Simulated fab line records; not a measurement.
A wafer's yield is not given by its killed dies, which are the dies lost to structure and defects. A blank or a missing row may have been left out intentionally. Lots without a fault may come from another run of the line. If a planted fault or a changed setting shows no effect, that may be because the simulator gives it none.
Which tool was responsible? | flow n5Finfet | Sampling: 24 lots, 72 wafers, 3 of 1938 route steps

## WHAT THE GAUGES SHOWED, per wafer
N5_BEOL_M7_RS_MEAS_57: measurement is done with a four-point probe. Usual: M7_RS typically reads 0.292 ohm/sq, with standard deviation 0.0089.
lot  | measured     | on           | M7_RS (ohm/sq)    | flag
L074 | day 9 01:04  | filmMetro-02 | 0.285 0.306 0.297 | 
L075 | day 9 10:32  | filmMetro-02 | 0.292 0.320 0.301 | 
L076 | day 9 13:22  | filmMetro-02 | 0.303 0.288 0.299 | 
L077 | day 10 03:07 | filmMetro-02 | 0.293 0.298 0.284 | 
L078 | day 10 03:19 | filmMetro-02 | 0.299 0.293 0.289 | 
L080 | day 10 14:58 | filmMetro-01 | 0.277 0.287 0.281 | 
L079 | day 10 17:13 | filmMetro-02 | 0.286 0.282 0.300 | 
L081 | day 10 22:38 | filmMetro-01 | 0.294 0.303 0.305 | 
L083 | day 11 12:19 | filmMetro-01 | 0.300 0.285 0.299 | 
L082 | day 11 12:23 | filmMetro-02 | 0.292 0.302 0.293 | 
L084 | day 12 05:30 | filmMetro-02 | 0.297 0.291 0.305 | 
L086 | day 12 07:19 | filmMetro-02 | 0.307 0.290 0.295 | 
L087 | day 12 09:07 | filmMetro-02 | 0.286 0.293 0.305 | 
L085 | day 12 12:47 | filmMetro-01 | 0.290 0.299 0.281 | 
L088 | day 12 14:05 | filmMetro-02 | 0.280 0.282 0.290 | 
L089 | day 13 09:49 | filmMetro-02 | 0.296 0.284 0.296 | 
L091 | day 13 11:05 | filmMetro-01 | 0.295 0.286 0.284 | 
L090 | day 13 11:27 | filmMetro-01 | 0.281 0.280 0.295 | 
L092 | day 14 03:31 | filmMetro-02 | 0.309 0.287 0.305 | 
L095 | day 14 12:38 | filmMetro-01 | 0.300 0.279 0.297 | 
L093 | day 14 15:04 | filmMetro-02 | 0.286 0.286 0.294 | 
L094 | day 14 20:13 | filmMetro-01 | 0.310 0.289 0.289 | 
L097 | day 14 20:35 | filmMetro-01 | 0.293 0.287 0.292 | 
L096 | day 15 03:20 | filmMetro-02 | 0.282 0.295 0.285 | 

N5_BEOL_M8_THK_MEAS_01. Usual: M8_ILD_THK typically reads 155.2 nm, with standard deviation 2.1.
lot  | measured     | on           | M8_ILD_THK (nm)   | flag
L074 | day 9 01:43  | filmMetro-02 | 152.9 153.1 156.0 | 
L075 | day 9 11:10  | filmMetro-02 | 155.5 156.0 159.6 | 
L076 | day 9 14:00  | filmMetro-02 | 154.1 156.0 155.9 | 
L077 | day 10 03:47 | filmMetro-02 | 150.6 152.1 152.9 | 
L078 | day 10 03:59 | filmMetro-02 | 154.9 154.9 153.6 | 
L080 | day 10 15:36 | filmMetro-02 | 155.8 157.9 158.4 | 
L079 | day 10 17:51 | filmMetro-02 | 154.7 158.5 156.9 | 
L081 | day 10 23:23 | filmMetro-02 | 153.7 152.4 151.9 | 
L083 | day 11 13:28 | filmMetro-01 | 154.9 158.7 157.9 | 
L082 | day 11 13:06 | filmMetro-01 | 153.0 155.9 151.9 | 
L084 | day 12 06:37 | filmMetro-01 | 152.0 155.1 154.8 | 
L086 | day 12 08:00 | filmMetro-01 | 151.3 153.8 156.9 | 
L087 | day 12 09:46 | filmMetro-01 | 153.1 153.8 157.7 | 
L085 | day 12 13:25 | filmMetro-01 | 156.1 153.9 153.9 | 
L088 | day 12 15:12 | filmMetro-02 | 153.9 152.1 154.6 | 
L089 | day 13 10:28 | filmMetro-02 | 151.9 153.1 154.1 | 
L091 | day 13 11:43 | filmMetro-01 | 154.0 155.3 157.5 | 
L090 | day 13 12:05 | filmMetro-01 | 154.6 152.7 154.2 | 
L092 | day 14 04:10 | filmMetro-02 | 153.5 159.5 158.0 | 
L095 | day 14 13:18 | filmMetro-02 | 153.9 154.9 155.1 | 
L093 | day 14 15:42 | filmMetro-01 | 155.7 157.7 158.0 | 
L094 | day 14 20:52 | filmMetro-01 | 155.9 154.5 161.0 | 
L097 | day 14 21:15 | filmMetro-02 | 153.5 155.2 155.5 | 
L096 | day 15 04:01 | filmMetro-02 | 152.1 155.7 155.7 | 

## WHAT TOOL EACH LOT RAN ON (gives the tool, then ch and the chambers of the sampled wafers, and finally the start)
lot  | N5_BEOL_M7_DESCUM_33
L074 | rieDiel-05 ch 0,1,2, day 8 21:52
L075 | rieDiel-05 ch 0,2,3, day 9 06:49
L076 | rieDiel-05 ch 1,2,3, day 9 08:50
L077 | rieDiel-02 ch 1,2,3, day 9 23:02
L078 | rieDiel-01 ch 0,3, day 9 23:19
L080 | rieDiel-01 ch 0,3, day 10 11:20
L079 | rieDiel-05 ch 0,1,3, day 10 13:29
L081 | rieDiel-05 ch 0,1,2, day 10 19:23
L083 | rieDiel-02 ch 2,3, day 11 04:55
L082 | rieDiel-01 ch 0,3, day 11 05:17
L084 | rieDiel-01 ch 1,2,3, day 12 01:20
L086 | rieDiel-05 ch 1,2,3, day 12 04:11
L087 | rieDiel-01 ch 1,2,3, day 12 04:25
L085 | rieDiel-01 ch 1,2, day 12 08:04
L088 | rieDiel-02 ch 1,2, day 12 10:41
L089 | rieDiel-01 ch 0,2,3, day 13 04:48
L091 | rieDiel-02 ch 0,2,3, day 13 08:20
L090 | rieDiel-05 ch 0,1,2, day 13 08:35
L092 | rieDiel-05 ch 0,1, day 14 00:50
L095 | rieDiel-05 ch 1,3, day 14 09:37
L093 | rieDiel-01 ch 0,1,3, day 14 12:10
L094 | rieDiel-05 ch 2,3, day 14 16:58
L097 | rieDiel-01 ch 0,1, day 14 17:19
L096 | rieDiel-02 ch 0,2,3, day 14 23:27
- N5_BEOL_M7_DESCUM_33: chemistry O2, time 7 s.

## AS READ BY THE TOOLS THEMSELVES (means over the sampled wafers that have a number; for cases with no such wafer, the mark the record gives instead)
N5_BEOL_M7_DESCUM_33. Usual: drypumpMotorCurrentA 5.7 A, standard deviation 0.42; oesProductAu 0.75 a.u., standard deviation 0.075; rfVppV 243.0 V, standard deviation 1.5; showerheadPlenumPTorr 2.09 Torr, standard deviation 0.072; throttleValvePct 20.53 %, standard deviation 0.22.
lot  | tool       | drypumpMotorCurrentA (A) | oesProductAu (a.u.) | rfVppV (V) | showerheadPlenumPTorr (Torr) | throttleValvePct (%) | flag
L074 | rieDiel-05 | 5.7                      | 0.75                | 242.7      | 2.11                         | 20.54                | 
L075 | rieDiel-05 | 5.7                      | 0.75                | 244.8      | 2.17                         | 20.45                | 
L076 | rieDiel-05 | 5.6                      | 0.71                | 243.6      | 2.11                         | 20.60                | 
L077 | rieDiel-02 | 5.6                      | 0.71                | 242.9      | 2.07                         | 20.42                | 
L078 | rieDiel-01 | 5.7                      | 0.75                | 241.5      | 2.02                         | 20.74                | 
L080 | rieDiel-01 | 5.3                      | 0.73                | 241.1      | 2.01                         | 20.67                | 
L079 | rieDiel-05 | 5.7                      | 0.75                | 243.4      | 2.12                         | 20.63                | 
L081 | rieDiel-05 | 5.7                      | 0.74                | 243.5      | 2.11                         | 20.57                | 
L083 | rieDiel-02 | 5.6                      | 0.69                | 241.1      | 2.01                         | 20.44                | 
L082 | rieDiel-01 | 5.3                      | 0.72                | 242.3      | 2.01                         | 20.68                | 
L084 | rieDiel-01 | 5.8                      | 0.75                | 242.6      | 2.09                         | 20.46                | 
L086 | rieDiel-05 | 5.6                      | 0.70                | 243.3      | 2.10                         | 20.63                | 
L087 | rieDiel-01 | 5.8                      | 0.75                | 243.2      | 2.09                         | 20.48                | 
L085 | rieDiel-01 | 6.3                      | 0.82                | 243.2      | 2.13                         | 20.36                | 
L088 | rieDiel-02 | 5.4                      | 0.72                | 243.7      | 2.09                         | 20.34                | 
L089 | rieDiel-01 | 5.7                      | 0.70                | 242.9      | 2.05                         | 20.65                | 
L091 | rieDiel-02 | 5.5                      | 0.71                | 242.1      | 2.04                         | 20.40                | 
L090 | rieDiel-05 | 5.7                      | 0.73                | 243.7      | 2.10                         | 20.59                | 
L092 | rieDiel-05 | 5.8                      | 0.72                | 242.8      | 2.05                         | 20.77                | 
L095 | rieDiel-05 | 5.7                      | 0.77                | 243.0      | 2.04                         | 20.70                | 
L093 | rieDiel-01 | 5.8                      | 0.76                | 242.2      | 2.04                         | 20.61                | 
L094 | rieDiel-05 | 5.6                      | 0.95                | 243.8      | 2.15                         | 20.15                | 
L097 | rieDiel-01 | 6.3                      | 0.80                | 243.5      | 2.08                         | 20.50                | 
L096 | rieDiel-02 | 5.5                      | 0.69                | 242.2      | 2.04                         | 20.42                | 

## THE ANSWER, worked out from the rows above alone
Rule: lot off if the mean of its wafers having a number is beyond 3 standard deviations from the usual mean. A lot without any number at a reading at which 4 lots or more have one is off too. The other lots that the step has rows for count as sound. After the gauges, taken in route order, come the tools' own readings; for these a lot's mean is taken, as printed above. The first step at which some lot is off is used, and at that step the reading that is off furthest; a lot without a number counts as furthest.
No lot is off at any reading shown: from this, nothing can be told.

## WHAT WAS PUT IN BY THE SIMULATOR
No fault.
